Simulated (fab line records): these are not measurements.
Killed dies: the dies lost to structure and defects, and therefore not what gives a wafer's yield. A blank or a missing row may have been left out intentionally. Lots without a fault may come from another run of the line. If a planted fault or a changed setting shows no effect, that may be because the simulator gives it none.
fab line records    flow n5_finfet
record lots=7  wafers=21
route steps=1938 shown BEOL_M5@1116 BEOL_M6@1221 BEOL_M7@1267 BEOL_M8@1332
start_h: start of the lot's first displayed wafer, in hours after the record's first day    wait_h: hours elapsed since this lot's preceding step    " unchanged from the row above    L1.1+2: a single row standing in for several wafers    - either no value or no given start    * or withheld: withheld    < > ~ a bound
route shown NAME@n: a module of which the file shows steps, and the number in the route of the first    usual: mean and standard deviation over wafers with no fault    same: alike in all rows    chamber/n: place in a boat    sites: readings site by site    _std_site: the standard deviation of these    _edge_site: inner sites' mean taken away from outer sites' mean    radius_mm: how far each site lies from the wafer's centre    mask NAME#n: copy n    behind: the tool/chamber that last shaped the wafer    hold: why the lot went on hold/how many hours it stayed there/how the hold came to an end    device: the transistor (n, p or np) that didn't switch    end of line: at the end of the route, the tests of the same wafers    where a step has no rows: the recipe by itself    killed: not the wafer's yield, but the dies lost to structure and defects at the first sort    map: the dies of a wafer, with x for killed, . for not killed, _ for no die there
set.NAME: the setting the step ran with; set.NAME@STEP: the setting that earlier step ran with    model.NAME: the simulator's own value behind a step, which no gauge read
lots where settings were altered on purpose, with a table for each step and a row for each wafer
## steps
# step N5_BEOL_M5_HM_DEP_02
# recipe material=TiN  target_thk_a=200  temp_c=25  chamber_pressure_pa=0.49996
lot.wafer  tool            chamber  start_h  wait_h  set.target_thk_a  model.TiN_of_BEOL_M5_HM_DEP_02.thk_nm
L075.1     pvd_sputter-01  -        172.59   3.8     200               20.4
L075.3+6   "               -        "        "       200               20
L076.2     pvd_sputter-02  -        188.87   0.6     215.1             21.8
L076.3     "               -        "        "       215.1             21.4
L076.6     "               -        "        "       200               20.4
L079.2     pvd_sputter-02  -        209.40   1.5     200               19.6
L079.3     "               -        "        "       200               20
L079.4     "               -        "        "       200               19.8
L083.1+3   pvd_sputter-01  -        215.36   0.1     200               20.2
L083.5     "               -        "        "       212.8             21.4
L091.3     pvd_sputter-02  -        280.08   1.2     216.6             21.4
L091.4     "               -        "        "       200               19.8
L091.5     "               -        "        "       200               19.6
L092.4     pvd_sputter-02  -        283.02   0.6     200               19.8
L092.5     "               -        "        "       200               19.6
L092.6     "               -        "        "       219.2             21.6
L094.2     pvd_sputter-02  -        300.49   0.2     183.6             18.8
L094.3     "               -        "        "       183.6             18.4
L094.4     "               -        "        "       200               20.2
# step N5_BEOL_M5_COAT_59
# recipe resist=SOC  temp_c=250  time_s=60  spin_rpm=1500  resist_thk_nm=60
# step N5_BEOL_M5_COAT_60
# recipe resist=SiARC  temp_c=220  time_s=60  spin_rpm=1500  resist_thk_nm=12
# step N5_BEOL_M5_STRIP_73
# recipe chemistry=N2/H2  temp_c=40  n2_flow_sccm=200  h2_flow_sccm=200  rf_frequency_hz=6e+07
# step N5_BEOL_M5_STRIP_64
# recipe chemistry=CF4  resist=SiARC  power_w=300  bias_power_w=75  pressure_mtorr=50  cf4_flow_sccm=150  rf_frequency_hz=6e+07
# step N5_BEOL_M5_HM_OPEN_17
# recipe chemistry=Cl2/BCl3  target_depth_a=200  overetch_a=60  target=TiN  mask_material=SOC  ion_energy_ev=150  pressure_mtorr=10  icp_w=1000  bias_w=126  Cl2_flow_sccm=53.25  bcl3_flow_sccm=21.75  Ar_flow_sccm=25
lot.wafer  tool          chamber  start_h  wait_h  set.target_thk_a@BEOL_M5_HM_DEP_02  model.etch.depth_nm
L075.1     rie_metal-03  0        173.48   0.0     200                                 20.42
L075.3     "             0        "        "       200                                 19.96
L075.6     "             1        "        "       200                                 19.98
L076.2     rie_metal-02  0        190.99   0.1     215.1                               21.78
L076.3     "             0        "        "       215.1                               21.32
L076.6     "             1        "        "       200                                 20.45
L079.2     rie_metal-03  1        210.16   0.0     200                                 19.58
L079.3     "             0        "        "       200                                 20.01
L079.4     "             1        "        "       200                                 19.86
L083.1+3   rie_metal-02  0,1      216.25   0.0     200                                 20.19
L083.5     "             0        "        "       212.8                               21.41
L091.3     rie_metal-02  0        281.53   0.1     216.6                               21.3
L091.4     "             1        "        "       200                                 19.85
L091.5     "             1        "        "       200                                 19.69
L092.4     rie_metal-02  0        283.95   0.1     200                                 19.73
L092.5     "             0        "        "       200                                 19.6
L092.6     "             1        "        "       219.2                               21.53
L094.2     rie_metal-03  0        301.37   0.0     183.6                               18.74
L094.3     "             0        "        "       183.6                               18.34
L094.4     "             1        "        "       200                                 20.18
# step N5_BEOL_M5_STRIP_19
# recipe chemistry=O2  power_w=400  temp_c=40  pressure_mtorr=30  rf_frequency_hz=6e+07  bias_power_w=0  overash_fraction=0.2  o2_flow_sccm=225
# step N5_BEOL_M5_STRIP_85
# recipe chemistry=C4F6/O2  resist=SiARC  rf_frequency_hz=6e+07
# step N5_BEOL_M5_STRIP_36
# recipe chemistry=N2/H2  power_w=450  temp_c=40  pressure_mtorr=20  rf_frequency_hz=6e+07  overash_fraction=0.3  bias_power_w=7  h2_frac=0.5  n2_flow_sccm=200  h2_flow_sccm=200
# step N5_BEOL_M5_TRENCH_ETCH_37
# recipe chemistry=C4F6/O2  target_depth_a=716.52  target=SiCOH_lowk  time_s=24.7  ion_energy_ev=250  pressure_mtorr=30  source_w=345  bias_w=185  Ar_flow_sccm=300  C4F6_flow_sccm=10  O2_flow_sccm=10
lot.wafer  tool         chamber  start_h  wait_h  set.target_thk_a@BEOL_M5_HM_DEP_02  model.TiN_of_BEOL_M5_HM_DEP_02.thk_nm
L075.1     rie_diel-05  3        -        -       200                                 18.4
L075.3+6   "            0,2      "        "       200                                 17.8
L076.2     rie_diel-06  2        -        -       215.1                               19.8
L076.3     "            0        "        "       215.1                               19.4
L076.6     "            3        "        "       200                                 18.4
L079.2     rie_diel-05  2        -        -       200                                 17.4
L079.3     "            3        "        "       200                                 18
L079.4     "            0        "        "       200                                 17.8
L083.1+3   rie_diel-01  0,1      -        -       200                                 18
L083.5     "            0        "        "       212.8                               19.2
L091.3     rie_diel-01  2        -        -       216.6                               19.2
L091.4     "            0        "        "       200                                 17.8
L091.5     "            3        "        "       200                                 17.6
L092.4+5   rie_diel-01  2        -        -       200                                 17.6
L092.6     "            1        "        "       219.2                               19.4
L094.2     rie_diel-06  0        -        -       183.6                               16.6
L094.3     "            2        "        "       183.6                               16.2
L094.4     "            3        "        "       200                                 18
# step N5_BEOL_M6_COAT_22
# recipe resist=CAR-EUV  spin_rpm=1500  resist_thk_nm=30
lot.wafer   tool            chamber  start_h  wait_h  set.spin_rpm  model.CAR-EUV_of_BEOL_M6_COAT_22.thk_nm
L075.1      litho_track-04  0        -        -       1500          30
L075.3+6    "               0        "        "       1349          31.6
L076.2+3+6  litho_track-03  0        -        -       1437          30.6
L079.2+3+4  litho_track-03  0        -        -       1500          30
L083.1      litho_track-04  0        -        -       1500          30
L083.3      "               0        "        "       1669          28.4
L083.5      "               0        "        "       1669          28.6
L091.3+4+5  litho_track-04  0        -        -       1500          30
L092.4+6    litho_track-03  0        -        -       1500          30.2
L092.5      "               0        "        "       1500          30
L094.2      litho_track-04  0        -        -       1500          30.2
L094.3+4    "               0        "        "       1561          29.4
# step N5_BEOL_M6_EBR_24
# recipe solvent=PGMEA  ebr_width_mm=1.5
# step N5_BEOL_M6_SOFTBAKE_23
# recipe temp_c=110  time_s=60  resist=CAR-EUV
# step N5_BEOL_M6_DESCUM_33
# recipe chemistry=O2  time_s=7  source_power_w=50  bias_power_w=20  pressure_mtorr=20  rf_frequency_hz=2.712e+07  temp_c=40  resist=CAR-EUV  o2_flow_sccm=225
lot.wafer   tool         chamber  start_h  wait_h  set.spin_rpm@BEOL_M6_COAT_22  model.CAR-EUV_of_BEOL_M6_COAT_22.thk_nm
L075.1      rie_diel-03  0        188.21   0.0     1500                          26
L075.3+6    "            2,1      "        "       1349                          27.6
L076.2+3    rie_diel-02  1,0      203.87   0.0     1437                          26.8
L076.6      "            3        "        "       1437                          26.6
L079.2      rie_diel-04  1        228.71   0.0     1500                          26
L079.3+4    "            0,3      "        "       1500                          26.2
L083.1      rie_diel-03  1        234.52   0.2     1500                          26.2
L083.3      "            0        "        "       1669                          24.4
L083.5      "            3        "        "       1669                          24.6
L091.3+4+5  rie_diel-04  1,3,2    298.75   0.7     1500                          26
L092.4+5+6  rie_diel-02  3,2,1    300.50   0.0     1500                          26.2
L094.2      rie_diel-03  1        318.17   0.3     1500                          26.2
L094.3      "            0        "        "       1561                          25.6
L094.4      "            3        "        "       1561                          25.4
# step N5_BEOL_M7_HM_DEP_02
# recipe material=TiN  target_thk_a=200  temp_c=25  chamber_pressure_pa=0.49996
lot.wafer  tool            chamber  start_h  wait_h  set.target_thk_a  model.TiN_of_BEOL_M7_HM_DEP_02.thk_nm
L075.1     pvd_sputter-03  -        192.73   0.3     200               20
L075.3+6   "               -        "        "       200               19.8
L076.2+3   pvd_sputter-02  -        209.12   1.7     200               19.6
L076.6     "               -        "        "       200               19.4
L079.2     pvd_sputter-03  -        235.18   2.7     200               20.2
L079.3     "               -        "        "       200               20
L079.4     "               -        "        "       200               19.8
L083.1     pvd_sputter-02  -        238.17   0.1     200               20
L083.3     "               -        "        "       200               19.6
L083.5     "               -        "        "       200               19.8
L091.3     pvd_sputter-02  -        305.15   2.0     200               20.2
L091.4     "               -        "        "       180.1             18
L091.5     "               -        "        "       200               19.8
L092.4+6   pvd_sputter-03  -        305.74   1.5     200               20
L092.5     "               -        "        "       217.9             22.2
L094.2     pvd_sputter-02  -        322.41   0.7     211.4             21
L094.3     "               -        "        "       211.4             21.2
L094.4     "               -        "        "       200               20
# step N5_BEOL_M7_COAT_60
# recipe resist=SiARC  temp_c=220  time_s=60  spin_rpm=1500  resist_thk_nm=35
lot.wafer   tool            chamber  start_h  wait_h  set.spin_rpm  model.SiARC_of_BEOL_M7_COAT_60.thk_nm
L075.1      litho_track-05  0        -        -       1500          35.2
L075.3      "               0        "        "       1585          34.2
L075.6      "               0        "        "       1500          35
L076.2+6    litho_track-01  0        -        -       1351          37
L076.3      "               0        "        "       1500          35
L079.2+3+4  litho_track-02  0        -        -       1500          35
L083.1+3    litho_track-02  0        -        -       1500          35
L083.5      "               0        "        "       1500          35.2
L091.3+5    litho_track-05  0        -        -       1356          37
L091.4      "               0        "        "       1500          35.2
L092.4      litho_track-01  0        -        -       1335          37.2
L092.5      "               0        "        "       1500          35
L092.6      "               0        "        "       1500          35.2
L094.2+4    litho_track-05  0        -        -       1613          33.8
L094.3      "               0        "        "       1500          35
# step N5_BEOL_M7_COAT_05
# recipe resist=CAR-ArF  spin_rpm=1500  resist_thk_nm=90
# step N5_BEOL_M7_EBR_07
# recipe solvent=PGMEA  ebr_width_mm=1.5
# step N5_BEOL_M7_DESCUM_16
# recipe chemistry=O2  time_s=7.9  source_power_w=50  bias_power_w=20  pressure_mtorr=20  rf_frequency_hz=2.712e+07  temp_c=40  resist=CAR-ArF  o2_flow_sccm=225
# step N5_BEOL_M7_ETCH_61
# recipe chemistry=CF4  target=SiARC  target_depth_a=455  mask_material=CAR-ArF  time_s=75.8  ion_energy_ev=80  pressure_mtorr=40  source_w=545  bias_w=36  Ar_flow_sccm=100  cf4_flow_sccm=100  ends=cleared
# usual etch_rf_on_time_s=76.6/1.3
lot.wafer  tool         chamber  start_h  wait_h  set.spin_rpm@BEOL_M7_COAT_60  etch_rf_on_time_s  model.etch.depth_nm  model.CAR-ArF_of_BEOL_M7_COAT_05.thk_nm
L075.1     rie_diel-01  2        193.35   0.0     1500                          76.6               35.14                50.4
L075.3     "            0        "        "       1585                          74.1               34.24                51.4
L075.6     "            1        "        "       1500                          73.7               35.08                50.8
L076.2     rie_diel-05  1        209.90   0.0     1351                          79.5               36.95                49.4
L076.3     "            3        "        "       1500                          77.1               35.08                51
L076.6     "            1        "        "       1351                          80.6               36.97                49.2
L079.2     rie_diel-05  0        235.80   0.0     1500                          76.8               35.02                50.6
L079.3     "            1        "        "       1500                          76.6               35.08                50.6
L079.4     "            3        "        "       1500                          77.2               35.08                50.6
L083.1     rie_diel-05  3        239.14   0.0     1500                          77.1               35.02                50.8
L083.3     "            2        "        "       1500                          75.6               35.09                50.6
L083.5     "            2        "        "       1500                          75.1               35.14                50.8
L091.3     rie_diel-05  0        305.99   0.0     1356                          81.7               37.03                49
L091.4     "            3        "        "       1500                          78.2               35.17                50.6
L091.5     "            0        "        "       1356                          81.5               36.97                48.8
L092.4     rie_diel-01  1        306.67   0.0     1335                          78.3               37.14                48.6
L092.5     "            1        "        "       1500                          74.3               35.08                50.6
L092.6     "            0        "        "       1500                          75.5               35.21                50.2
L094.2     rie_diel-06  0        323.19   0.0     1613                          73.8               33.84                52
L094.3     "            3        "        "       1500                          77.1               34.96                51.2
L094.4     "            1        "        "       1613                          73.7               33.83                51.8
# step N5_BEOL_M7_ETCH_62
# recipe chemistry=N2/H2  target=SOC  target_depth_a=1100  overetch_a=220  mask_material=SiARC  temp_c=40  time_s=165  ion_energy_ev=200  pressure_mtorr=30  source_w=840  bias_w=150  n2_flow_sccm=200  h2_flow_sccm=200
lot.wafer  tool         chamber  start_h  wait_h  set.spin_rpm@BEOL_M7_COAT_60  model.SiARC_of_BEOL_M7_COAT_60.thk_nm
L075.1     rie_diel-01  2        193.40   0.0     1500                          28.6
L075.3     "            0        "        "       1585                          27.6
L075.6     "            1        "        "       1500                          28
L076.2+6   rie_diel-05  1        209.96   0.0     1351                          30.4
L076.3     "            3        "        "       1500                          28.6
L079.2     rie_diel-05  0        235.86   0.0     1500                          28.4
L079.3+4   "            1,3      "        "       1500                          28.6
L083.1     rie_diel-05  3        239.20   0.0     1500                          28.6
L083.3+5   "            2        "        "       1500                          28.2
L091.3+5   rie_diel-05  0        306.05   0.0     1356                          30.2
L091.4     "            3        "        "       1500                          28.8
L092.4     rie_diel-01  1        306.73   0.0     1335                          30
L092.5     "            1        "        "       1500                          28
L092.6     "            0        "        "       1500                          28.6
L094.2+4   rie_diel-06  0,1      323.25   0.0     1613                          27.2
L094.3     "            3        "        "       1500                          28.4
# step N5_BEOL_M7_STRIP_68
# recipe chemistry=N2/H2  temp_c=40  n2_flow_sccm=200  h2_flow_sccm=200  rf_frequency_hz=6e+07
# step N5_BEOL_M7_STRIP_67
# recipe chemistry=CF4  resist=SiARC  power_w=300  bias_power_w=75  pressure_mtorr=50  cf4_flow_sccm=150  rf_frequency_hz=6e+07
# step N5_BEOL_M7_HM_OPEN_17
# recipe chemistry=Cl2/BCl3  target_depth_a=200  overetch_a=60  target=TiN  mask_material=SOC  ion_energy_ev=150  pressure_mtorr=10  icp_w=1000  bias_w=126  Cl2_flow_sccm=53.25  bcl3_flow_sccm=21.75  Ar_flow_sccm=25
lot.wafer  tool          chamber  start_h  wait_h  set.target_thk_a@BEOL_M7_HM_DEP_02  model.etch.depth_nm
L075.1     rie_metal-02  0        193.59   0.0     200                                 20.09
L075.3     "             1        "        "       200                                 19.8
L075.6     "             1        "        "       200                                 19.89
L076.2     rie_metal-02  0        210.14   0.0     200                                 19.6
L076.3     "             0        "        "       200                                 19.58
L076.6     "             1        "        "       200                                 19.49
L079.2     rie_metal-01  1        236.08   0.1     200                                 20.23
L079.3     "             1        "        "       200                                 20.09
L079.4     "             1        "        "       200                                 19.86
L083.1     rie_metal-02  0        239.39   0.0     200                                 19.96
L083.3     "             1        "        "       200                                 19.69
L083.5     "             1        "        "       200                                 19.86
L091.3     rie_metal-03  1        306.29   0.1     200                                 20.28
L091.4     "             1        "        "       180.1                               17.99
L091.5     "             1        "        "       200                                 19.89
L092.4     rie_metal-02  0        307.01   0.1     200                                 20.05
L092.5     "             0        "        "       217.9                               22.12
L092.6     "             0        "        "       200                                 20.04
L094.2     rie_metal-01  0        323.43   0.0     211.4                               21.07
L094.3     "             0        "        "       211.4                               21.12
L094.4     "             1        "        "       200                                 19.98
# step N5_BEOL_M8_ILD_DEP_00
# recipe material=SiCOH_lowk  target_thk_a=1797.5  temp_c=300  precursor=DEMS/porogen  pressure_torr=5  rf_w=500  time_s=33.4
lot.wafer  tool      chamber  start_h  wait_h  set.time_s  model.SiCOH_lowk_of_BEOL_M8_ILD_DEP_00.thk_nm
L075.1     pecvd-03  1        200.48   0.0     36.5        193.8
L075.3     "         0        "        "       36.5        192.8
L075.6     "         0        "        "       33.4        180.4
L076.2     pecvd-01  0        216.62   0.0     32.01       172.2
L076.3     "         2        "        "       32.01       170
L076.6     "         2        "        "       33.4        179.6
L079.2     pecvd-01  2        240.22   0.0     33.4        176.6
L079.3     "         1        "        "       33.4        182.8
L079.4     "         2        "        "       33.4        181
L083.1     pecvd-03  1        243.98   0.0     33.4        178.4
L083.3     "         1        "        "       35.98       192.6
L083.5     "         1        "        "       35.98       193.4
L091.3     pecvd-01  2        312.76   0.0     29.1        157.4
L091.4     "         1        "        "       29.1        157.6
L091.5     "         2        "        "       33.4        182.4
L092.4     pecvd-04  2        313.15   0.1     33.4        180.6
L092.5     "         0        "        "       33.4        178
L092.6     "         2        "        "       33.4        180.2
L094.2     pecvd-03  0        329.95   0.0     36.03       190.2
L094.3     "         2        "        "       36.03       195.6
L094.4     "         0        "        "       33.4        179.8
# step N5_BEOL_M8_CURE_74
# recipe temp_c=385  time_s=240  ambient=He/Ar  material=SiCOH_lowk
lot.wafer  tool        chamber  start_h  wait_h  set.time_s@BEOL_M8_ILD_DEP_00  model.SiCOH_lowk_of_BEOL_M8_ILD_DEP_00.thk_nm
L075.1     uv_cure-01  2        200.55   0.0     36.5                           167.2
L075.3     "           2        "        "       36.5                           166.4
L075.6     "           2        "        "       33.4                           155.6
L076.2     uv_cure-02  1        217.29   0.6     32.01                          148.4
L076.3     "           1        "        "       32.01                          146.4
L076.6     "           1        "        "       33.4                           154.8
L079.2     uv_cure-01  2        240.38   0.1     33.4                           152.4
L079.3     "           2        "        "       33.4                           157.6
L079.4     "           2        "        "       33.4                           156.2
L083.1     uv_cure-03  2        244.07   0.1     33.4                           153.8
L083.3     "           2        "        "       35.98                          166.2
L083.5     "           2        "        "       35.98                          166.8
L091.3     uv_cure-02  0        312.98   0.2     29.1                           135.6
L091.4     "           0        "        "       29.1                           135.8
L091.5     "           0        "        "       33.4                           157.2
L092.4     uv_cure-03  2        313.45   0.3     33.4                           155.8
L092.5     "           2        "        "       33.4                           153.4
L092.6     "           2        "        "       33.4                           155.4
L094.2     uv_cure-02  0        330.12   0.1     36.03                          164
L094.3     "           0        "        "       36.03                          168.8
L094.4     "           0        "        "       33.4                           155
# step N5_BEOL_M8_THK_MEAS_01
# recipe reads=SiCOH_lowk_of_BEOL_M8_ILD_DEP_00
# usual M8_ILD_THK=154.9/2
lot.wafer  tool           chamber  start_h  wait_h  set.time_s@BEOL_M8_ILD_DEP_00  M8_ILD_THK[nm]
L075.1     film_metro-02  -        201.54   0.8     36.5                           167.3
L075.3     "              -        "        "       36.5                           166.5
L075.6     "              -        "        "       33.4                           155.5
L076.2     film_metro-01  -        218.12   0.7     32.01                          148.6
L076.3     "              -        "        "       32.01                          146.6
L076.6     "              -        "        "       33.4                           154.9
L079.2     film_metro-01  -        240.82   0.4     33.4                           152.4
L079.3     "              -        "        "       33.4                           157.8
L079.4     "              -        "        "       33.4                           156.1
L083.1     film_metro-02  -        244.58   0.4     33.4                           154.0
L083.3     "              -        "        "       35.98                          166.2
L083.5     "              -        "        "       35.98                          166.9
L091.3     film_metro-02  -        313.34   0.3     29.1                           135.5
L091.4     "              -        "        "       29.1                           135.7
L091.5     "              -        "        "       33.4                           157.2
L092.4     film_metro-01  -        313.73   0.2     33.4                           155.8
L092.5     "              -        "        "       33.4                           153.4
L092.6     "              -        "        "       33.4                           155.5
L094.2     film_metro-01  -        330.55   0.4     36.03                          164.1
L094.3     "              -        "        "       36.03                          168.7
L094.4     "              -        "        "       33.4                           155.1
## key
split step=N5_BEOL_M5_HM_DEP_02  setting=target_thk_a  stated=200  by=wafer
response step=N5_BEOL_M5_HM_DEP_02  reading=model.TiN_of_BEOL_M5_HM_DEP_02.thk_nm  change=+0.191  per=1%  r=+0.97
response step=N5_BEOL_M5_HM_OPEN_17  reading=model.etch.depth_nm  change=+0.184  per=1%  r=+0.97
response step=N5_BEOL_M5_TRENCH_ETCH_37  reading=model.TiN_of_BEOL_M5_HM_DEP_02.thk_nm  change=+0.183  per=1%  r=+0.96
split step=N5_BEOL_M6_COAT_22  setting=spin_rpm  stated=1500  by=wafer
response step=N5_BEOL_M6_COAT_22  reading=model.CAR-EUV_of_BEOL_M6_COAT_22.thk_nm  change=-0.148  per=1%  r=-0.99
response step=N5_BEOL_M6_DESCUM_33  reading=model.CAR-EUV_of_BEOL_M6_COAT_22.thk_nm  change=-0.156  per=1%  r=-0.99
split step=N5_BEOL_M7_HM_DEP_02  setting=target_thk_a  stated=200  by=wafer
response step=N5_BEOL_M7_HM_DEP_02  reading=model.TiN_of_BEOL_M7_HM_DEP_02.thk_nm  change=+0.217  per=1%  r=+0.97
response step=N5_BEOL_M7_HM_OPEN_17  reading=model.etch.depth_nm  change=+0.216  per=1%  r=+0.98
split step=N5_BEOL_M7_COAT_60  setting=spin_rpm  stated=1500  by=wafer
response step=N5_BEOL_M7_COAT_60  reading=model.SiARC_of_BEOL_M7_COAT_60.thk_nm  change=-0.186  per=1%  r=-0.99
response step=N5_BEOL_M7_ETCH_61  reading=etch_rf_on_time_s  change=*  per=1%  r=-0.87
response step=N5_BEOL_M7_ETCH_61  reading=model.etch.depth_nm  change=-0.179  per=1%  r=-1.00
response step=N5_BEOL_M7_ETCH_61  reading=model.CAR-ArF_of_BEOL_M7_COAT_05.thk_nm  change=+0.157  per=1%  r=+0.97
response step=N5_BEOL_M7_ETCH_62  reading=model.SiARC_of_BEOL_M7_COAT_60.thk_nm  change=-0.157  per=1%  r=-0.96
split step=N5_BEOL_M8_ILD_DEP_00  setting=time_s  stated=33.4  by=wafer
response step=N5_BEOL_M8_ILD_DEP_00  reading=model.SiCOH_lowk_of_BEOL_M8_ILD_DEP_00.thk_nm  change=+1.77  per=1%  r=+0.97
response step=N5_BEOL_M8_CURE_74  reading=model.SiCOH_lowk_of_BEOL_M8_ILD_DEP_00.thk_nm  change=+1.53  per=1%  r=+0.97
response step=N5_BEOL_M8_THK_MEAS_01  reading=M8_ILD_THK  change=+1.54  per=1%  r=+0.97
